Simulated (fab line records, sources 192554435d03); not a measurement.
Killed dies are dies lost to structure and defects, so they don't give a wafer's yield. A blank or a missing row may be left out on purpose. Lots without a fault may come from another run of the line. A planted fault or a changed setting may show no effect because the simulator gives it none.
fab line records | flow n5_finfet | part 1 of 2: steps 1 to 20 of 25
record lots=5 wafers=15 last_day=16
route steps=1938 shown BEOL_M1@769
lots that met no fault: from a run of the same line without faults
start_h: hours from the record's first day to the start of the lot's first wafer shown | wait_h: hours since the lot's step before | " the same as in the row above | L1.1+2: a row that stands for several wafers | - no value, or no start given | * or withheld: withheld | < > ~ a bound
route shown NAME@n: a module of which the file shows steps, and the number in the route of the first | usual: mean/standard deviation of fault-free wafers | same: alike in all rows | chamber/n: place in a boat | sites: the reading at each site | _std_site: their standard deviation | _edge_site: outer sites' mean less inner sites' | radius_mm: how far each site lies from the wafer's centre | mask NAME#n: copy n | behind: the tool/chamber that last shaped the wafer | hold: why the lot was held/for how many hours/how that ended | device: the transistor (n, p or np) that didn't switch | end of line: the same wafers' tests at the end of the route | a step without rows: its recipe alone | killed: dies lost to structure and defects at the first sort, not the wafer's yield | map: a wafer's dies, x killed, . not, _ none there
set.NAME: the setting as run; set.NAME@STEP: as run at that earlier step | model.NAME: the simulator's own value behind a step, which no gauge read
lots at some steps of the route; a table a step, a row a wafer
services: from which hour (start_h, from the record's first day; less than 0 if before it) a tool's chamber was out of use, for how many hours, and why
## steps
# step N5_BEOL_M1_ETCH_63
# recipe chemistry=CF4 target=SiARC target_depth_a=156 mask_material=CAR-EUV time_s=26 ion_energy_ev=80 pressure_mtorr=40 source_w=545 bias_w=36 Ar_flow_sccm=100 cf4_flow_sccm=100 ends=cleared
# usual drypump_motor_current_A=5.7/0.4 etch_rf_on_time_s=25.8/0.61 oes_product_au=0.67/0.079 rf_vpp_V=184.1/1.2 showerhead_plenum_p_Torr=2.14/0.063 throttle_valve_pct=15.60/0.26
# columns lot.wafer tool chamber start_h wait_h drypump_motor_current_A etch_rf_on_time_s oes_product_au rf_hours_counter_h rf_vpp_V showerhead_plenum_p_Torr throttle_valve_pct
L075.3 rie_diel-06 2 127.00 0.0 5.2 26.1 0.62 173 185.5 2.23 15.87
L075.4 " 3 " " 5.5 25.0 0.81 16 185.4 2.18 15.28
L075.5 " 3 " " 5.5 24.9 0.80 - 186.4 2.18 15.27
L084.2 rie_diel-01 2 181.48 0.0 5.6 25.9 0.63 180 183.7 2.13 15.45
L084.4 " 0 " " 5.4 25.9 0.69 82 184.6 2.17 15.85
L084.5 " 1 " " 6.4 26.5 0.76 - 184.3 2.11 15.43
L089.1 rie_diel-06 3 213.77 0.0 5.5 24.7 0.76 47 184.0 2.17 15.35
L089.2 " 2 " " 5.2 25.3 0.61 203 184.5 2.22 15.93
L089.5 " 0 " " 5.9 25.0 0.83 - 183.7 2.10 15.28
L091.2 rie_diel-01 3 221.66 0.0 5.9 26.2 0.69 113 185.3 2.24 15.53
L091.4 " 2 " " 5.6 25.5 0.62 193 183.6 2.13 15.45
L091.5 " 3 " " 5.9 26.1 0.70 - 186.2 2.24 15.54
L092.1 rie_diel-06 3 230.05 0.0 5.5 25.0 0.75 53 183.6 2.17 15.36
L092.3 " 0 " " 5.9 25.3 0.80 11 182.1 2.10 15.32
L092.5 " 3 " " 5.5 24.9 0.74 - 183.3 2.17 15.33
# step N5_BEOL_M1_ETCH_64
# recipe chemistry=N2/H2 target=SOC target_depth_a=750 overetch_a=150 mask_material=SiARC temp_c=40 time_s=112.5 ion_energy_ev=200 pressure_mtorr=30 source_w=840 bias_w=150 n2_flow_sccm=200 h2_flow_sccm=200
# usual drypump_motor_current_A=5.7/0.4 oes_product_au=0.62/0.068 rf_vpp_V=524.0/2.4 showerhead_plenum_p_Torr=2.54/0.077 temp_c=40.00/0.11 throttle_valve_pct=17.79/0.23
# columns lot.wafer tool chamber start_h wait_h drypump_motor_current_A oes_product_au rf_hours_counter_h rf_vpp_V showerhead_plenum_p_Torr temp_c throttle_valve_pct
L075.3 rie_diel-06 2 127.03 0.0 5.2 0.58 173 526.8 2.65 40.00 18.08
L075.4 " 3 " " 5.5 0.72 16 525.6 2.58 39.96 17.46
L075.5 " 3 " " 5.5 0.72 - 526.8 2.58 39.98 17.43
L084.2 rie_diel-01 2 181.51 0.0 5.6 0.58 180 522.5 2.54 40.18 17.79
L084.4 " 0 " " 5.4 0.63 82 524.9 2.55 40.08 17.88
L084.5 " 1 " " 6.4 0.71 - 524.2 2.48 40.00 17.56
L089.1 rie_diel-06 3 213.80 0.0 5.5 0.68 47 525.2 2.56 39.89 17.48
L089.2 " 2 " " 5.2 0.55 203 527.3 2.64 39.96 18.13
L089.5 " 0 " " 5.9 0.75 - 522.6 2.48 39.95 17.64
L091.2 rie_diel-01 3 221.68 0.0 5.9 0.65 113 528.0 2.64 40.02 17.60
L091.4 " 2 " " 5.6 0.57 193 523.1 2.54 39.95 17.83
L091.5 " 3 " " 5.9 0.64 - 525.3 2.64 40.10 17.60
L092.1 rie_diel-06 3 230.08 0.0 5.5 0.67 53 526.1 2.56 39.95 17.51
L092.3 " 0 " " 5.9 0.73 11 523.0 2.48 40.21 17.63
L092.5 " 3 " " 5.5 0.67 - 524.2 2.56 40.10 17.49
# step N5_BEOL_M1_STRIP_65
# recipe chemistry=N2/H2 temp_c=40 n2_flow_sccm=200 h2_flow_sccm=200 rf_frequency_hz=6e+07
# columns lot.wafer tool chamber start_h wait_h
L075.3+4+5 rie_diel-06 2,3,3 127.14 0.1
L084.2+4+5 rie_diel-01 2,0,1 181.62 0.1
L089.1+2+5 rie_diel-06 3,2,0 213.91 0.1
L091.2+4+5 rie_diel-01 3,2,3 221.79 0.1
L092.1+3+5 rie_diel-06 3,0,3 230.18 0.1
# step N5_BEOL_M1_STRIP_75
# recipe chemistry=N2/H2 temp_c=40 n2_flow_sccm=200 h2_flow_sccm=200 rf_frequency_hz=6e+07
# columns lot.wafer tool chamber start_h wait_h
L075.3+4+5 rie_diel-06 2,3,3 127.15 0.0
L084.2+4+5 rie_diel-01 2,0,1 181.63 0.0
L089.1+2+5 rie_diel-06 3,2,0 213.92 0.0
L091.2+4+5 rie_diel-01 3,2,3 221.80 0.0
L092.1+3+5 rie_diel-06 3,0,3 230.19 0.0
# step N5_BEOL_M1_STRIP_66
# recipe chemistry=CF4 resist=SiARC power_w=300 bias_power_w=75 pressure_mtorr=50 cf4_flow_sccm=150 rf_frequency_hz=6e+07
# usual bias_power_w=75.00/0.26 drypump_motor_current_A=5.7/0.4 oes_product_au=0.77/0.086 rf_vpp_V=271.2/1.4 showerhead_plenum_p_Torr=1.79/0.055 throttle_valve_pct=13.57/0.27
# columns lot.wafer tool chamber start_h wait_h bias_power_w drypump_motor_current_A oes_product_au rf_hours_counter_h rf_vpp_V showerhead_plenum_p_Torr throttle_valve_pct
L075.3 rie_diel-06 2 127.16 0.0 75.10 5.2 0.72 173 271.4 1.86 13.80
L075.4 " 3 " " 75.16 5.5 0.90 16 272.6 1.82 13.20
L075.5 " 3 " " 75.10 5.5 0.90 - 270.4 1.82 13.21
L084.2 rie_diel-01 2 181.64 0.0 75.16 5.6 0.72 180 269.9 1.79 13.42
L084.4 " 0 " " 74.71 5.4 0.79 82 271.7 1.82 13.81
L084.5 " 1 " " 75.20 6.4 0.88 - 269.4 1.76 13.34
L089.1 rie_diel-06 3 213.93 0.0 75.38 5.5 0.85 48 271.3 1.81 13.28
L089.2 " 2 " " 74.90 5.2 0.70 203 271.6 1.85 13.86
L089.5 " 0 " " 74.96 5.9 0.94 - 271.4 1.76 13.24
L091.2 rie_diel-01 3 221.81 0.0 75.02 5.9 0.81 113 273.6 1.89 13.55
L091.4 " 2 " " 74.63 5.6 0.72 193 269.6 1.78 13.46
L091.5 " 3 " " 74.74 5.9 0.80 - 270.8 1.89 13.55
L092.1 rie_diel-06 3 230.20 0.0 75.56 5.5 0.83 53 270.4 1.81 13.28
L092.3 " 0 " " 74.72 5.9 0.91 11 270.0 1.76 13.25
L092.5 " 3 " " 75.16 5.5 0.84 - 270.5 1.81 13.28
# step N5_BEOL_M1_HM_OPEN_17
# recipe chemistry=Cl2/BCl3 target_depth_a=200 overetch_a=60 target=TiN mask_material=SOC ion_energy_ev=150 pressure_mtorr=10 icp_w=1000 bias_w=126 Cl2_flow_sccm=53.25 bcl3_flow_sccm=21.75 Ar_flow_sccm=25
# usual drypump_motor_current_A=5.4/0.35 oes_product_au=0.67/0.095 throttle_valve_pct=22.2/0.4
# columns lot.wafer tool chamber start_h wait_h drypump_motor_current_A oes_product_au rf_hours_counter_h throttle_valve_pct
L075.3 rie_metal-03 0 127.23 0.1 5.6 0.79 - 22.6
L075.4 " 1 " " 5.3 0.64 - 22.3
L075.5 " 0 " " 5.6 0.78 - 22.6
L084.2 rie_metal-01 1 181.68 0.0 5.1 0.51 132 22.6
L084.4 " 1 " " 5.1 0.51 - 22.6
L084.5 " 0 " " 5.1 0.65 - 21.6
L089.1 rie_metal-03 0 213.97 0.0 5.6 0.74 12 22.6
L089.2 " 1 " " 5.3 0.63 49 22.3
L089.5 " 1 " " 5.3 0.63 - 22.3
L091.2 rie_metal-01 1 221.85 0.0 5.0 0.82 2 22.3
L091.4 " 1 " " 5.1 0.80 - 22.3
L091.5 " 0 " " 5.0 0.63 - 21.6
L092.1 rie_metal-03 1 230.24 0.0 5.3 0.62 51 22.3
L092.3 " 1 " " 5.3 0.62 - 22.3
L092.5 " 1 " " 5.3 0.63 - 22.3
# step N5_BEOL_M1_STRIP_19
# recipe chemistry=O2 power_w=400 temp_c=40 pressure_mtorr=30 rf_frequency_hz=6e+07 bias_power_w=0 overash_fraction=0.2 o2_flow_sccm=225
# usual drypump_motor_current_A=5.7/0.4 oes_product_au=0.75/0.08 rf_vpp_V=3.7/0.48 showerhead_plenum_p_Torr=2.10/0.066 temp_c=39.99/0.11 throttle_valve_pct=16.71/0.24
# same bias_power_w=0
# columns lot.wafer tool chamber start_h wait_h drypump_motor_current_A oes_product_au rf_hours_counter_h rf_vpp_V showerhead_plenum_p_Torr temp_c throttle_valve_pct
L075.3 rie_diel-02 0 127.53 0.3 5.9 0.70 215 2.8 1.98 40.01 17.10
L075.4 " 2 " " 5.8 0.73 175 3.6 2.18 39.87 16.80
L075.5 " 2 " " 5.8 0.74 - 3.1 2.18 40.08 16.80
L084.2 rie_diel-02 3 181.79 0.1 6.4 0.68 224 3.6 2.08 40.04 16.83
L084.4 " 0 " " 5.9 0.68 234 3.4 1.97 39.90 17.13
L084.5 " 0 " " 5.9 0.69 - 2.9 1.97 40.06 17.14
L089.1 rie_diel-02 2 214.08 0.1 5.8 0.71 201 3.4 2.17 39.94 16.84
L089.2 " 1 " " 5.2 0.76 171 3.0 2.01 39.83 16.45
L089.5 " 1 " " 5.2 0.76 - 3.1 2.01 39.87 16.44
L091.2 rie_diel-01 3 221.97 0.1 5.9 0.81 113 3.4 2.21 39.76 16.67
L091.4 " 0 " " 5.4 0.78 96 3.4 2.13 39.97 17.00
L091.5 " 1 " " 6.4 0.86 - 3.8 2.05 39.84 16.46
L092.1 rie_diel-02 1 230.53 0.3 5.2 0.75 176 3.9 2.01 39.85 16.44
L092.3 " 2 " " 5.8 0.71 206 3.3 2.17 39.95 16.87
L092.5 " 1 " " 5.2 0.74 - 2.9 2.01 39.84 16.46
# step N5_BEOL_M1_CD_MEAS_18
# recipe pitch_nm=36 target_cd_nm=18
# usual cd_nm=18.1/0.35
# columns lot.wafer tool chamber start_h wait_h cd_nm
L075.3 cd_sem-01 - 127.60 0.1 17.9
L075.4 " - " " 18.3
L075.5 " - " " 18.1
L084.2 cd_sem-01 - 181.86 0.1 17.8
L084.4 " - " " 18.2
L084.5 " - " " 18.4
L089.1 cd_sem-01 - 214.15 0.0 18.7
L089.2 " - " " 17.9
L089.5 " - " " 17.9
L091.2 cd_sem-02 - 222.04 0.1 18.0
L091.4 " - " " 17.8
L091.5 " - " " 17.9
L092.1 cd_sem-01 - 230.60 0.0 18.2
L092.3 " - " " 17.8
L092.5 " - " " 18.3
# step N5_BEOL_M1_COAT_67
# recipe resist=SOC temp_c=250 time_s=60 spin_rpm=1500 resist_thk_nm=60
# usual plate_temp_C=250.02/0.18 resist_line_temp_C=23.02/0.12
# columns lot.wafer tool chamber start_h wait_h plate_temp_C resist_line_temp_C
L075.3 litho_track-03 0 127.64 0.0 250.05 22.92
L075.4 " 0 " " 250.06 22.97
L075.5 " 0 " " 249.73 22.87
L084.2 litho_track-03 0 181.90 0.0 250.01 22.86
L084.4 " 0 " " 250.17 23.08
L084.5 " 0 " " 250.24 22.84
L089.1 litho_track-03 0 214.19 0.0 250.10 22.87
L089.2 " 0 " " 249.99 22.87
L089.5 " 0 " " 250.03 22.76
L091.2 litho_track-04 0 222.08 0.0 249.98 22.95
L091.4 " 0 " " 249.87 23.02
L091.5 " 0 " " 249.92 23.07
L092.1 litho_track-03 0 230.64 0.0 249.90 23.01
L092.3 " 0 " " 249.83 22.96
L092.5 " 0 " " 249.71 23.13
# step N5_BEOL_M1_COAT_68
# recipe resist=SiARC temp_c=220 time_s=60 spin_rpm=1500 resist_thk_nm=12
# usual plate_temp_C=219.99/0.17 resist_line_temp_C=22.99/0.1
# columns lot.wafer tool chamber start_h wait_h plate_temp_C resist_line_temp_C
L075.3 litho_track-03 0 - - 220.01 23.12
L075.4 " 0 " " 220.10 23.02
L075.5 " 0 " " 220.18 23.03
L084.2 litho_track-03 0 - - 219.92 22.88
L084.4 " 0 " " 220.09 22.94
L084.5 " 0 " " 219.96 22.81
L089.1 litho_track-03 0 - - 219.85 22.92
L089.2 " 0 " " 219.69 22.97
L089.5 " 0 " " 219.88 23.05
L091.2 litho_track-04 0 - - 219.96 23.10
L091.4 " 0 " " 219.99 23.10
L091.5 " 0 " " 220.24 23.12
L092.1 litho_track-03 0 - - 220.37 22.95
L092.3 " 0 " " 220.00 23.03
L092.5 " 0 " " 220.08 23.09
# step N5_BEOL_M1_COAT_76
# recipe resist=underlayer temp_c=205 time_s=60 spin_rpm=1500 resist_thk_nm=5
# usual plate_temp_C=205.02/0.16 resist_line_temp_C=23.01/0.094
# columns lot.wafer tool chamber start_h wait_h plate_temp_C resist_line_temp_C
L075.3 litho_track-03 0 - - 205.25 22.99
L075.4 " 0 " " 204.88 22.97
L075.5 " 0 " " 204.87 22.94
L084.2 litho_track-03 0 - - 204.92 23.07
L084.4 " 0 " " 205.03 23.12
L084.5 " 0 " " 204.88 23.17
L089.1 litho_track-03 0 - - 205.10 23.09
L089.2 " 0 " " 205.09 22.94
L089.5 " 0 " " 205.13 23.12
L091.2 litho_track-04 0 - - 204.83 23.06
L091.4 " 0 " " 205.07 23.02
L091.5 " 0 " " 204.83 22.92
L092.1 litho_track-03 0 - - 205.00 22.87
L092.3 " 0 " " 205.44 22.98
L092.5 " 0 " " 204.99 22.99
# step N5_BEOL_M1_COAT_22
# recipe resist=CAR-EUV spin_rpm=1500 resist_thk_nm=30
# usual resist_line_temp_C=23.01/0.11
# columns lot.wafer tool chamber start_h wait_h resist_line_temp_C
L075.3 litho_track-03 0 - - 23.02
L075.4 " 0 " " 23.09
L075.5 " 0 " " 23.00
L084.2 litho_track-03 0 - - 22.89
L084.4 " 0 " " 22.96
L084.5 " 0 " " 22.77
L089.1 litho_track-03 0 - - 23.21
L089.2 " 0 " " 23.22
L089.5 " 0 " " 23.11
L091.2 litho_track-04 0 - - 22.92
L091.4 " 0 " " 22.99
L091.5 " 0 " " 22.83
L092.1 litho_track-03 0 - - 23.05
L092.3 " 0 " " 23.15
L092.5 " 0 " " 23.12
# step N5_BEOL_M1_EBR_24
# recipe solvent=PGMEA ebr_width_mm=1.5
# usual resist_line_temp_C=23.00/0.11
# columns lot.wafer tool chamber start_h wait_h resist_line_temp_C
L075.3 litho_track-03 0 - - 23.00
L075.4 " 0 " " 22.97
L075.5 " 0 " " 23.04
L084.2 litho_track-03 0 - - 23.23
L084.4 " 0 " " 22.97
L084.5 " 0 " " 23.02
L089.1 litho_track-03 0 - - 22.72
L089.2 " 0 " " 22.85
L089.5 " 0 " " 22.90
L091.2 litho_track-04 0 - - 23.07
L091.4 " 0 " " 22.91
L091.5 " 0 " " 23.07
L092.1 litho_track-03 0 - - 23.21
L092.3 " 0 " " 23.02
L092.5 " 0 " " 23.10
# step N5_BEOL_M1_SOFTBAKE_23
# recipe temp_c=110 time_s=60 resist=CAR-EUV
# usual plate_temp_C=110.00/0.15 resist_line_temp_C=23.02/0.11
# columns lot.wafer tool chamber start_h wait_h plate_temp_C resist_line_temp_C
L075.3 litho_track-03 0 - - 110.15 23.10
L075.4 " 0 " " 109.82 23.15
L075.5 " 0 " " 109.99 23.17
L084.2 litho_track-03 0 - - 110.03 22.99
L084.4 " 0 " " 109.80 22.97
L084.5 " 0 " " 109.95 23.04
L089.1 litho_track-03 0 - - 110.29 23.13
L089.2 " 0 " " 110.41 23.05
L089.5 " 0 " " 110.25 22.98
L091.2 litho_track-04 0 - - 109.70 23.22
L091.4 " 0 " " 110.13 23.10
L091.5 " 0 " " 109.91 23.06
L092.1 litho_track-03 0 - - 110.22 22.77
L092.3 " 0 " " 110.08 22.88
L092.5 " 0 " " 110.26 22.95
# step N5_BEOL_M1_EXPOSE_25
# recipe mask_id=V0 na=0.33 source_shape=quasar sigma_inner=0.2 sigma_outer=0.8 polarization=unpolarized defocus_nm=5 target_cd_nm=24 dose_mj=63
# columns lot.wafer tool chamber start_h wait_h mask
L075.3+4+5 euv_scanner-01 0 127.79 - V0#0
L084.2+4+5 euv_scanner-01 0 182.17 - V0#0
L089.1+2+5 euv_scanner-02 0 214.33 - V0#0
L091.2+4+5 euv_scanner-01 0 222.35 - V0#0
L092.1+3+5 euv_scanner-01 0 230.90 - V0#0
# step N5_BEOL_M1_PEB_26
# recipe peb_temp_c=100 peb_time_s=60 resist=CAR-EUV
# usual plate_temp_C=100.00/0.11 resist_line_temp_C=22.99/0.094
# columns lot.wafer tool chamber start_h wait_h plate_temp_C resist_line_temp_C
L075.3 litho_track-03 0 127.85 0.1 99.97 22.95
L075.4 " 0 " " 99.91 23.02
L075.5 " 0 " " 100.06 22.88
L084.2 litho_track-03 0 182.24 0.1 100.23 22.94
L084.4 " 0 " " 99.91 22.93
L084.5 " 0 " " 100.12 23.07
L089.1 litho_track-02 0 214.40 0.1 99.95 22.98
L089.2 " 0 " " 99.92 22.96
L089.5 " 0 " " 100.08 22.88
L091.2 litho_track-04 0 222.42 0.1 100.04 22.91
L091.4 " 0 " " 100.21 22.86
L091.5 " 0 " " 99.98 22.86
L092.1 litho_track-04 0 230.98 0.1 100.07 23.07
L092.3 " 0 " " 100.02 22.95
L092.5 " 0 " " 99.96 23.08
# step N5_BEOL_M1_DEVELOP_27
# recipe develop_time_s=30 developer=TMAH resist=CAR-EUV rinse_liquid=surfactant_rinse dry=air_spin dev_temp_c=23
# usual resist_line_temp_C=23.01/0.11
# same develop_time_s=30
# columns lot.wafer tool chamber start_h wait_h resist_line_temp_C
L075.3 litho_track-03 0 - - 23.03
L075.4 " 0 " " 23.08
L075.5 " 0 " " 23.31
L084.2 litho_track-03 0 - - 23.10
L084.4 " 0 " " 23.19
L084.5 " 0 " " 23.07
L089.1 litho_track-02 0 - - 22.97
L089.2 " 0 " " 23.00
L089.5 " 0 " " 23.08
L091.2 litho_track-04 0 - - 23.12
L091.4 " 0 " " 23.25
L091.5 " 0 " " 22.99
L092.1 litho_track-04 0 - - 23.11
L092.3 " 0 " " 22.96
L092.5 " 0 " " 23.02
# step N5_BEOL_M1_CD_MEAS_28
# recipe landing_energy_ev=500 detector=se_inlens target_cd_y_nm=23.3
# usual cd_nm=24.03/0.27
# columns lot.wafer tool chamber start_h wait_h cd_nm
L075.3 cd_sem-01 0 127.92 - 24.12
L075.4 " 0 " " 24.19
L075.5 " 0 " " 24.22
L084.2 cd_sem-01 0 182.30 - 23.96
L084.4 " 0 " " 23.96
L084.5 " 0 " " 23.76
L089.1 cd_sem-03 0 214.47 - 23.80
L089.2 " 0 " " 24.36
L089.5 " 0 " " 24.40
L091.2 cd_sem-01 0 222.48 - 24.38
L091.4 " 0 " " 23.55
L091.5 " 0 " " 23.68
L092.1 cd_sem-01 0 231.05 - 23.95
L092.3 " 0 " " 24.36
L092.5 " 0 " " 24.16
# step N5_BEOL_M1_OVL_MEAS_29
# recipe points_per_wafer=522
# usual V0_OVL=0.0/0.69
# columns lot.wafer tool chamber start_h wait_h V0_OVL[nm]
L075.3 overlay-02 0 127.96 0.0 -1.0
L075.4 " 0 " " -0.1
L075.5 " 0 " " -0.8
L084.2 overlay-01 0 182.34 0.0 -0.1
L084.4 " 0 " " -0.1
L084.5 " 0 " " -0.5
L089.1 overlay-01 0 214.50 0.0 0.4
L089.2 " 0 " " 0.3
L089.5 " 0 " " 1.1
L091.2 overlay-01 0 222.52 0.0 -1.9
L091.4 " 0 " " -1.2
L091.5 " 0 " " -0.6
L092.1 overlay-02 0 231.08 0.0 0.2
L092.3 " 0 " " -0.5
L092.5 " 0 " " -1.1
# step N5_BEOL_M1_INSPECT_30
# recipe mode=adi inspect_instrument=brightfield
# usual raw_defect_count=435/92
# columns lot.wafer tool chamber start_h wait_h raw_defect_count
L075.3 defect_inspect-01 - 128.01 0.0 425
L075.4 " - " " 434
L075.5 " - " " 596
L084.2 defect_inspect-02 - 182.39 0.0 610
L084.4 " - " " 568
L084.5 " - " " 501
L089.1 defect_inspect-01 - 214.56 0.1 451
L089.2 " - " " 435
L089.5 " - " " 644
L091.2 defect_inspect-01 - 222.57 0.0 340
L091.4 " - " " 346
L091.5 " - " " 450
L092.1 defect_inspect-02 - 231.13 0.1 378
L092.3 " - " " 529
L092.5 " - " " 360
